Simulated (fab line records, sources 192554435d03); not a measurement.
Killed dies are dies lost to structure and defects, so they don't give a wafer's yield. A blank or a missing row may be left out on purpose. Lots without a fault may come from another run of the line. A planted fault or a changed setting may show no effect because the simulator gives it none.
Which tool did it? | flow n5_finfet | 23 lots, 69 wafers sampled, at 6 steps of a route of 1938

WHAT THE GAUGES READ, wafer by wafer
The record holds no reading of a measuring or inspecting step that can be judged against a usual standard deviation.

WHICH TOOL RAN EACH LOT (tool, then ch and the chambers of the sampled wafers, then the start)
lot  | N5_BEOL_M3_ETCH_63                 | N5_BEOL_M3_HM_OPEN_17             | N5_BEOL_M3_ETCH_69                 | N5_BEOL_M3_VIA_ETCH_34             | N5_BEOL_M3_SURFACE_TREAT_85  | N5_BEOL_M3_ANNEAL_49
L074 | rie_diel-05 ch 0,2,3, day 6 21:26  | rie_metal-03 ch 0, day 6 21:40    | rie_diel-05 ch 0,2,3, day 6 22:24  | rie_diel-06 ch 1,2,3, day 6 23:06  | pvd_sputter-02, day 6 23:56  | pvd_sputter-02, day 7 00:15
L076 | rie_diel-05 ch 0,1,2, day 7 03:23  | rie_metal-02 ch 1, day 7 03:35    | rie_diel-06 ch 0,2,3, day 7 04:25  | rie_diel-06 ch 2,3, day 7 07:05    | pvd_sputter-01, day 7 08:26  | pvd_sputter-03, day 7 08:50
L075 | rie_diel-06 ch 0,2,3, day 7 11:45  | rie_metal-02 ch 0,1, day 7 11:58  | rie_diel-03 ch 0,1,2, day 7 12:40  | rie_diel-05 ch 2,3, day 7 13:00    | pvd_sputter-01, day 7 14:55  | pvd_sputter-01, day 7 15:28
L077 | rie_diel-06 ch 0,2,3, day 7 20:43  | rie_metal-02 ch 0,1, day 7 20:56  | rie_diel-05 ch 0,3, day 7 21:52    | rie_diel-05 ch 0,3, day 7 23:04    | pvd_sputter-03, day 8 00:42  | pvd_sputter-03, day 8 01:01
L078 | rie_diel-05 ch 1,2,3, day 8 14:37  | rie_metal-03 ch 0,1, day 8 14:49  | rie_diel-06 ch 0,1,2, day 8 15:29  | rie_diel-06 ch 0,1,2, day 8 18:53  | pvd_sputter-03, day 8 20:09  | pvd_sputter-03, day 8 20:31
L079 | rie_diel-03 ch 1,2,3, day 8 14:46  | rie_metal-01 ch 0,1, day 8 14:58  | rie_diel-06 ch 0,1,2, day 8 15:46  | rie_diel-05 ch 0,1, day 8 18:59    | pvd_sputter-03, day 8 20:11  | pvd_sputter-02, day 8 20:55
L080 | rie_diel-03 ch 2,3, day 8 19:34    | rie_metal-01 ch 0, day 8 19:46    | rie_diel-05 ch 0,3, day 8 20:26    | rie_diel-06 ch 0,2, day 8 23:48    | pvd_sputter-02, day 9 02:53  | pvd_sputter-02, day 9 03:13
L083 | rie_diel-03 ch 0,3, day 9 08:54    | rie_metal-03 ch 1, day 9 09:06    | rie_diel-03 ch 1,3, day 9 09:47    | rie_diel-05 ch 1,2, day 9 11:44    | pvd_sputter-03, day 9 12:53  | pvd_sputter-01, day 9 13:29
L082 | rie_diel-03 ch 1,3, day 9 13:03    | rie_metal-02 ch 0,1, day 9 13:14  | rie_diel-05 ch 1,2, day 9 14:06    | rie_diel-06 ch 1,2,3, day 9 19:07  | pvd_sputter-01, day 9 20:51  | pvd_sputter-02, day 9 22:09
L081 | rie_diel-03 ch 1,2,3, day 9 14:38  | rie_metal-03 ch 0,1, day 9 14:52  | rie_diel-05 ch 0,1,2, day 9 15:38  | rie_diel-03 ch 1,3, day 9 18:01    | pvd_sputter-03, day 9 19:57  | pvd_sputter-02, day 9 20:19
L084 | rie_diel-05 ch 0,1,3, day 9 18:57  | rie_metal-03 ch 0,1, day 9 19:09  | rie_diel-06 ch 0,1,3, day 9 19:57  | rie_diel-03 ch 0,2,3, day 10 06:21 | pvd_sputter-01, day 10 08:34 | pvd_sputter-02, day 10 09:02
L086 | rie_diel-05 ch 0,1,3, day 10 12:23 | rie_metal-03 ch 0,1, day 10 12:37 | rie_diel-05 ch 0,1, day 10 13:28   | rie_diel-05 ch 1,2, day 10 17:44   | pvd_sputter-03, day 10 18:55 | pvd_sputter-03, day 10 21:02
L089 | rie_diel-06 ch 1,2,3, day 10 23:01 | rie_metal-02 ch 0,1, day 10 23:14 | rie_diel-06 ch 1,2,3, day 11 00:01 | rie_diel-06 ch 1,3, day 11 02:06   | pvd_sputter-02, day 11 03:08 | pvd_sputter-03, day 11 07:20
L087 | rie_diel-05 ch 1,2, day 11 03:35   | rie_metal-02 ch 0,1, day 11 03:47 | rie_diel-05 ch 1,3, day 11 04:28   | rie_diel-03 ch 0,1, day 11 07:22   | pvd_sputter-01, day 11 08:46 | pvd_sputter-02, day 11 09:11
L088 | rie_diel-05 ch 1,3, day 11 08:31   | rie_metal-02 ch 0, day 11 08:43   | rie_diel-06 ch 0,3, day 11 09:31   | rie_diel-05 ch 0,1,2, day 11 13:31 | pvd_sputter-03, day 11 14:45 | pvd_sputter-03, day 11 15:16
L090 | rie_diel-03 ch 0,1,3, day 11 15:02 | rie_metal-03 ch 0,1, day 11 15:17 | rie_diel-05 ch 1,2,3, day 11 16:08 | rie_diel-06 ch 0,1,2, day 11 17:10 | pvd_sputter-02, day 11 18:06 | pvd_sputter-02, day 11 19:01
L091 | rie_diel-03 ch 0,1,3, day 11 15:20 | rie_metal-03 ch 0,1, day 11 15:32 | rie_diel-03 ch 0,3, day 11 16:17   | rie_diel-03 ch 0,1,3, day 11 20:55 | pvd_sputter-03, day 11 22:00 | pvd_sputter-03, day 11 22:31
L092 | rie_diel-05 ch 0,1,3, day 11 17:31 | rie_metal-01 ch 0,1, day 11 17:43 | rie_diel-03 ch 0,1, day 11 18:32   | rie_diel-03 ch 0,3, day 11 20:33   | pvd_sputter-03, day 11 21:53 | pvd_sputter-01, day 11 22:12
L093 | rie_diel-05 ch 2,3, day 12 01:10   | rie_metal-03 ch 0,1, day 12 01:21 | rie_diel-03 ch 2,3, day 12 02:02   | rie_diel-05 ch 2,3, day 12 03:10   | pvd_sputter-03, day 12 04:38 | pvd_sputter-03, day 12 04:59
L094 | rie_diel-03 ch 0,2,3, day 12 10:01 | rie_metal-03 ch 0,1, day 12 10:13 | rie_diel-03 ch 0,2,3, day 12 11:01 | rie_diel-03 ch 0,2,3, day 12 12:28 | pvd_sputter-01, day 12 13:35 | pvd_sputter-02, day 12 14:10
L095 | rie_diel-03 ch 0,1,3, day 12 13:54 | rie_metal-02 ch 0,1, day 12 14:06 | rie_diel-03 ch 0,1,2, day 12 14:54 | rie_diel-05 ch 1,2,3, day 12 20:37 | pvd_sputter-03, day 12 22:11 | pvd_sputter-03, day 12 22:33
L097 | rie_diel-03 ch 0,1,2, day 13 07:28 | rie_metal-03 ch 0,1, day 13 07:40 | rie_diel-03 ch 0,1,2, day 13 08:29 | rie_diel-05 ch 1,2, day 13 14:40   | pvd_sputter-02, day 13 16:05 | pvd_sputter-01, day 13 16:34
L096 | rie_diel-03 ch 0,1,2, day 13 10:42 | rie_metal-03 ch 0,1, day 13 10:56 | rie_diel-05 ch 1,2,3, day 13 11:51 | rie_diel-06 ch 0,2,3, day 13 19:14 | pvd_sputter-03, day 13 20:04 | pvd_sputter-03, day 13 20:38
- N5_BEOL_M3_ETCH_63: etches SiARC in CF4, target depth 15.6 nm, time 26 s.
- N5_BEOL_M3_HM_OPEN_17: chemistry Cl2/BCl3, target TiN, target depth 20 nm, overetch 6 nm.
- N5_BEOL_M3_ETCH_69: etches SiARC in CF4, target depth 15.6 nm, time 26 s.
- N5_BEOL_M3_VIA_ETCH_34: etches the open film in C4F6/O2, target depth 69.4 nm, time 65.9 s.
- N5_BEOL_M3_SURFACE_TREAT_85
- N5_BEOL_M3_ANNEAL_49: time 240 s.

WHAT THE TOOLS THEMSELVES READ (means of the sampled wafers that have a number; where no wafer has one, the mark that the record gives instead)
N5_BEOL_M3_ETCH_63.
lot  | tool        | drypump_motor_current_A (A) | etch_rf_on_time_s (s) | oes_product_au (a.u.) | rf_vpp_V (V) | showerhead_plenum_p_Torr (Torr) | throttle_valve_pct (%)
L074 | rie_diel-05 | 5.4                         | 26.0                  | 0.66                  | 184.5        | 2.15                            | 15.72
L076 | rie_diel-05 | 5.2                         | 26.1                  | 0.68                  | 183.5        | 2.13                            | 15.70
L075 | rie_diel-06 | 5.4                         | 26.2                  | 0.64                  | 184.2        | 2.13                            | 15.81
L077 | rie_diel-06 | 5.5                         | 26.1                  | 0.63                  | 184.1        | 2.13                            | 15.82
L078 | rie_diel-05 | 5.4                         | 26.1                  | 0.70                  | 183.2        | 2.13                            | 15.54
L079 | rie_diel-03 | 5.4                         | 25.9                  | 0.65                  | 184.2        | 2.17                            | 15.57
L080 | rie_diel-03 | 5.5                         | 26.1                  | 0.63                  | 185.0        | 2.17                            | 15.73
L083 | rie_diel-03 | 5.7                         | 25.7                  | 0.69                  | 184.3        | 2.13                            | 15.68
L082 | rie_diel-03 | 5.2                         | 26.0                  | 0.67                  | 184.8        | 2.15                            | 15.55
L081 | rie_diel-03 | 5.4                         | 26.1                  | 0.64                  | 184.5        | 2.17                            | 15.58
L084 | rie_diel-05 | 5.1                         | 26.2                  | 0.65                  | 183.9        | 2.12                            | 15.57
L086 | rie_diel-05 | 5.1                         | 26.1                  | 0.65                  | 183.5        | 2.12                            | 15.57
L089 | rie_diel-06 | 5.6                         | 25.6                  | 0.75                  | 183.8        | 2.17                            | 15.52
L087 | rie_diel-05 | 5.5                         | 25.7                  | 0.70                  | 184.3        | 2.13                            | 15.74
L088 | rie_diel-05 | 5.1                         | 26.2                  | 0.70                  | 183.4        | 2.10                            | 15.38
L090 | rie_diel-03 | 5.6                         | 25.9                  | 0.69                  | 184.4        | 2.13                            | 15.54
L091 | rie_diel-03 | 5.6                         | 25.6                  | 0.69                  | 183.5        | 2.13                            | 15.54
L092 | rie_diel-05 | 5.1                         | 26.4                  | 0.65                  | 183.8        | 2.11                            | 15.59
L093 | rie_diel-05 | 5.7                         | 26.0                  | 0.67                  | 184.2        | 2.15                            | 15.78
L094 | rie_diel-03 | 5.8                         | 25.9                  | 0.65                  | 184.7        | 2.15                            | 15.57
L095 | rie_diel-03 | 5.6                         | 25.4                  | 0.69                  | 183.4        | 2.13                            | 15.56
L097 | rie_diel-03 | 5.7                         | 26.2                  | 0.66                  | 184.1        | 2.15                            | 15.42
L096 | rie_diel-03 | 5.7                         | 25.9                  | 0.67                  | 183.3        | 2.15                            | 15.43

N5_BEOL_M3_HM_OPEN_17.
lot  | tool         | drypump_motor_current_A (A) | oes_product_au (a.u.) | throttle_valve_pct (%)
L074 | rie_metal-03 | 5.6                         | 0.64                  | 21.89
L076 | rie_metal-02 | 6.1                         | 0.62                  | 22.10
L075 | rie_metal-02 | 5.8                         | 0.64                  | 21.99
L077 | rie_metal-02 | 5.8                         | 0.64                  | 21.99
L078 | rie_metal-03 | 5.9                         | 0.68                  | 22.01
L079 | rie_metal-01 | 5.3                         | 0.74                  | 22.08
L080 | rie_metal-01 | 5.3                         | 0.73                  | 22.10
L083 | rie_metal-03 | 6.5                         | 0.78                  | 22.19
L082 | rie_metal-02 | 5.9                         | 0.62                  | 22.07
L081 | rie_metal-03 | 6.1                         | 0.72                  | 22.10
L084 | rie_metal-03 | 6.2                         | 0.72                  | 22.11
L086 | rie_metal-03 | 6.2                         | 0.70                  | 22.12
L089 | rie_metal-02 | 5.8                         | 0.63                  | 22.00
L087 | rie_metal-02 | 5.8                         | 0.63                  | 21.99
L088 | rie_metal-02 | 5.6                         | 0.64                  | 21.95
L090 | rie_metal-03 | 6.2                         | 0.69                  | 22.12
L091 | rie_metal-03 | 6.2                         | 0.70                  | 22.12
L092 | rie_metal-01 | 5.3                         | 0.71                  | 22.06
L093 | rie_metal-03 | 6.2                         | 0.69                  | 22.12
L094 | rie_metal-03 | 6.2                         | 0.69                  | 22.13
L095 | rie_metal-02 | 5.8                         | 0.62                  | 22.01
L097 | rie_metal-03 | 6.2                         | 0.69                  | 22.13
L096 | rie_metal-03 | 5.9                         | 0.65                  | 22.03

N5_BEOL_M3_ETCH_69.
lot  | tool        | drypump_motor_current_A (A) | etch_rf_on_time_s (s) | oes_product_au (a.u.) | rf_vpp_V (V) | showerhead_plenum_p_Torr (Torr) | throttle_valve_pct (%)
L074 | rie_diel-05 | 5.3                         | 26.2                  | 0.66                  | 184.8        | 2.15                            | 15.71
L076 | rie_diel-06 | 5.4                         | 25.9                  | 0.63                  | 184.1        | 2.13                            | 15.80
L075 | rie_diel-03 | 5.7                         | 25.7                  | 0.71                  | 183.4        | 2.16                            | 15.35
L077 | rie_diel-05 | 5.1                         | 26.3                  | 0.61                  | 184.5        | 2.13                            | 15.73
L078 | rie_diel-06 | 5.6                         | 25.6                  | 0.71                  | 183.5        | 2.19                            | 15.63
L079 | rie_diel-06 | 5.7                         | 25.9                  | 0.70                  | 184.2        | 2.19                            | 15.63
L080 | rie_diel-05 | 5.2                         | 26.6                  | 0.63                  | 184.4        | 2.14                            | 15.57
L083 | rie_diel-03 | 5.3                         | 25.8                  | 0.66                  | 184.0        | 2.15                            | 15.72
L082 | rie_diel-05 | 5.5                         | 25.5                  | 0.71                  | 183.6        | 2.13                            | 15.73
L081 | rie_diel-05 | 5.2                         | 25.7                  | 0.67                  | 183.6        | 2.12                            | 15.73
L084 | rie_diel-06 | 5.4                         | 26.1                  | 0.75                  | 185.1        | 2.17                            | 15.57
L086 | rie_diel-05 | 4.9                         | 25.9                  | 0.68                  | 183.4        | 2.09                            | 15.55
L089 | rie_diel-06 | 5.6                         | 25.4                  | 0.75                  | 184.8        | 2.17                            | 15.53
L087 | rie_diel-05 | 5.1                         | 26.3                  | 0.69                  | 184.1        | 2.10                            | 15.39
L088 | rie_diel-06 | 5.3                         | 25.5                  | 0.74                  | 183.7        | 2.11                            | 15.62
L090 | rie_diel-05 | 5.4                         | 26.0                  | 0.67                  | 184.2        | 2.13                            | 15.57
L091 | rie_diel-03 | 5.7                         | 25.6                  | 0.68                  | 183.3        | 2.12                            | 15.70
L092 | rie_diel-03 | 5.5                         | 25.8                  | 0.71                  | 184.1        | 2.14                            | 15.39
L093 | rie_diel-03 | 5.5                         | 26.1                  | 0.61                  | 183.9        | 2.16                            | 15.78
L094 | rie_diel-03 | 5.8                         | 25.9                  | 0.66                  | 184.0        | 2.15                            | 15.57
L095 | rie_diel-03 | 5.7                         | 26.0                  | 0.67                  | 183.7        | 2.15                            | 15.41
L097 | rie_diel-03 | 5.7                         | 25.8                  | 0.67                  | 184.7        | 2.15                            | 15.44
L096 | rie_diel-05 | 5.4                         | 26.2                  | 0.67                  | 183.3        | 2.12                            | 15.61

N5_BEOL_M3_VIA_ETCH_34.
lot  | tool        | drypump_motor_current_A (A) | oes_product_au (a.u.) | rf_vpp_V (V) | showerhead_plenum_p_Torr (Torr) | throttle_valve_pct (%)
L074 | rie_diel-06 | 5.6                         | 0.72                  | 662          | 2.79                            | 30.89
L076 | rie_diel-06 | 5.6                         | 0.77                  | 664          | 2.85                            | 30.85
L075 | rie_diel-05 | 5.5                         | 0.79                  | 674          | 2.87                            | 30.79
L077 | rie_diel-05 | 5.1                         | 0.71                  | 667          | 2.84                            | 30.88
L078 | rie_diel-06 | 5.6                         | 0.82                  | 665          | 2.91                            | 30.84
L079 | rie_diel-05 | 4.9                         | 0.75                  | 662          | 2.80                            | 30.85
L080 | rie_diel-06 | 5.7                         | 0.76                  | 662          | 2.85                            | 30.87
L083 | rie_diel-05 | 5.2                         | 0.84                  | 668          | 2.80                            | 30.75
L082 | rie_diel-06 | 5.5                         | 0.90                  | 665          | 2.89                            | 30.75
L081 | rie_diel-03 | 5.3                         | 0.76                  | 661          | 2.85                            | 30.92
L084 | rie_diel-03 | 5.8                         | 0.78                  | 662          | 2.85                            | 30.70
L086 | rie_diel-05 | 5.5                         | 0.82                  | 665          | 2.83                            | 30.98
L089 | rie_diel-06 | 5.5                         | 0.91                  | 667          | 2.94                            | 30.73
L087 | rie_diel-03 | 5.5                         | 0.82                  | 666          | 2.84                            | 30.63
L088 | rie_diel-05 | 5.2                         | 0.78                  | 665          | 2.81                            | 30.92
L090 | rie_diel-06 | 5.7                         | 0.79                  | 664          | 2.90                            | 30.86
L091 | rie_diel-03 | 5.6                         | 0.81                  | 662          | 2.83                            | 30.78
L092 | rie_diel-03 | 5.9                         | 0.83                  | 659          | 2.81                            | 30.74
L093 | rie_diel-05 | 5.5                         | 0.77                  | 675          | 2.85                            | 30.83
L094 | rie_diel-03 | 5.8                         | 0.76                  | 661          | 2.85                            | 30.71
L095 | rie_diel-05 | 5.4                         | 0.79                  | 671          | 2.82                            | 30.81
L097 | rie_diel-05 | 5.2                         | 0.82                  | 668          | 2.79                            | 30.78
L096 | rie_diel-06 | 5.5                         | 0.79                  | 661          | 2.81                            | 30.88

N5_BEOL_M3_ANNEAL_49.
lot  | tool           | heater_power_w (W)
L074 | pvd_sputter-02 | 867
L076 | pvd_sputter-03 | 862
L075 | pvd_sputter-01 | 773
L077 | pvd_sputter-03 | 826
L078 | pvd_sputter-03 | 857
L079 | pvd_sputter-02 | 845
L080 | pvd_sputter-02 | 868
L083 | pvd_sputter-01 | 856
L082 | pvd_sputter-02 | 879
L081 | pvd_sputter-02 | 861
L084 | pvd_sputter-02 | 775
L086 | pvd_sputter-03 | 837
L089 | pvd_sputter-03 | 845
L087 | pvd_sputter-02 | 780
L088 | pvd_sputter-03 | 813
L090 | pvd_sputter-02 | 781
L091 | pvd_sputter-03 | 806
L092 | pvd_sputter-01 | 840
L093 | pvd_sputter-03 | 784
L094 | pvd_sputter-02 | 782
L095 | pvd_sputter-03 | 832
L097 | pvd_sputter-01 | 762
L096 | pvd_sputter-03 | 854

THE ANSWER, worked out from the rows above alone
Rule: what is usual is taken from the lots themselves. Put in order of their means at a reading, lots are off if they are a third of the lots or fewer, leave a main group of 4 or more, and stand apart from it by a gap of 3 or more times the standard deviation of the main group's means; of several such gaps the widest counts. A main group whose means are all the same, to the digits that the tables above print for the reading, isn't used. A lot without any number at a reading at which 4 lots or more have one is off too. The other lots that the step has rows for count as sound. The gauges are gone through in route order, then the tools' own readings, and for those a lot's mean is taken as printed above. The first step at which some lot is off is used, and at that step the reading that is off furthest; a lot without a number counts as furthest.
No lot is off at any reading shown: from this, nothing can be told.

WHAT THE SIMULATOR HAD PUT IN
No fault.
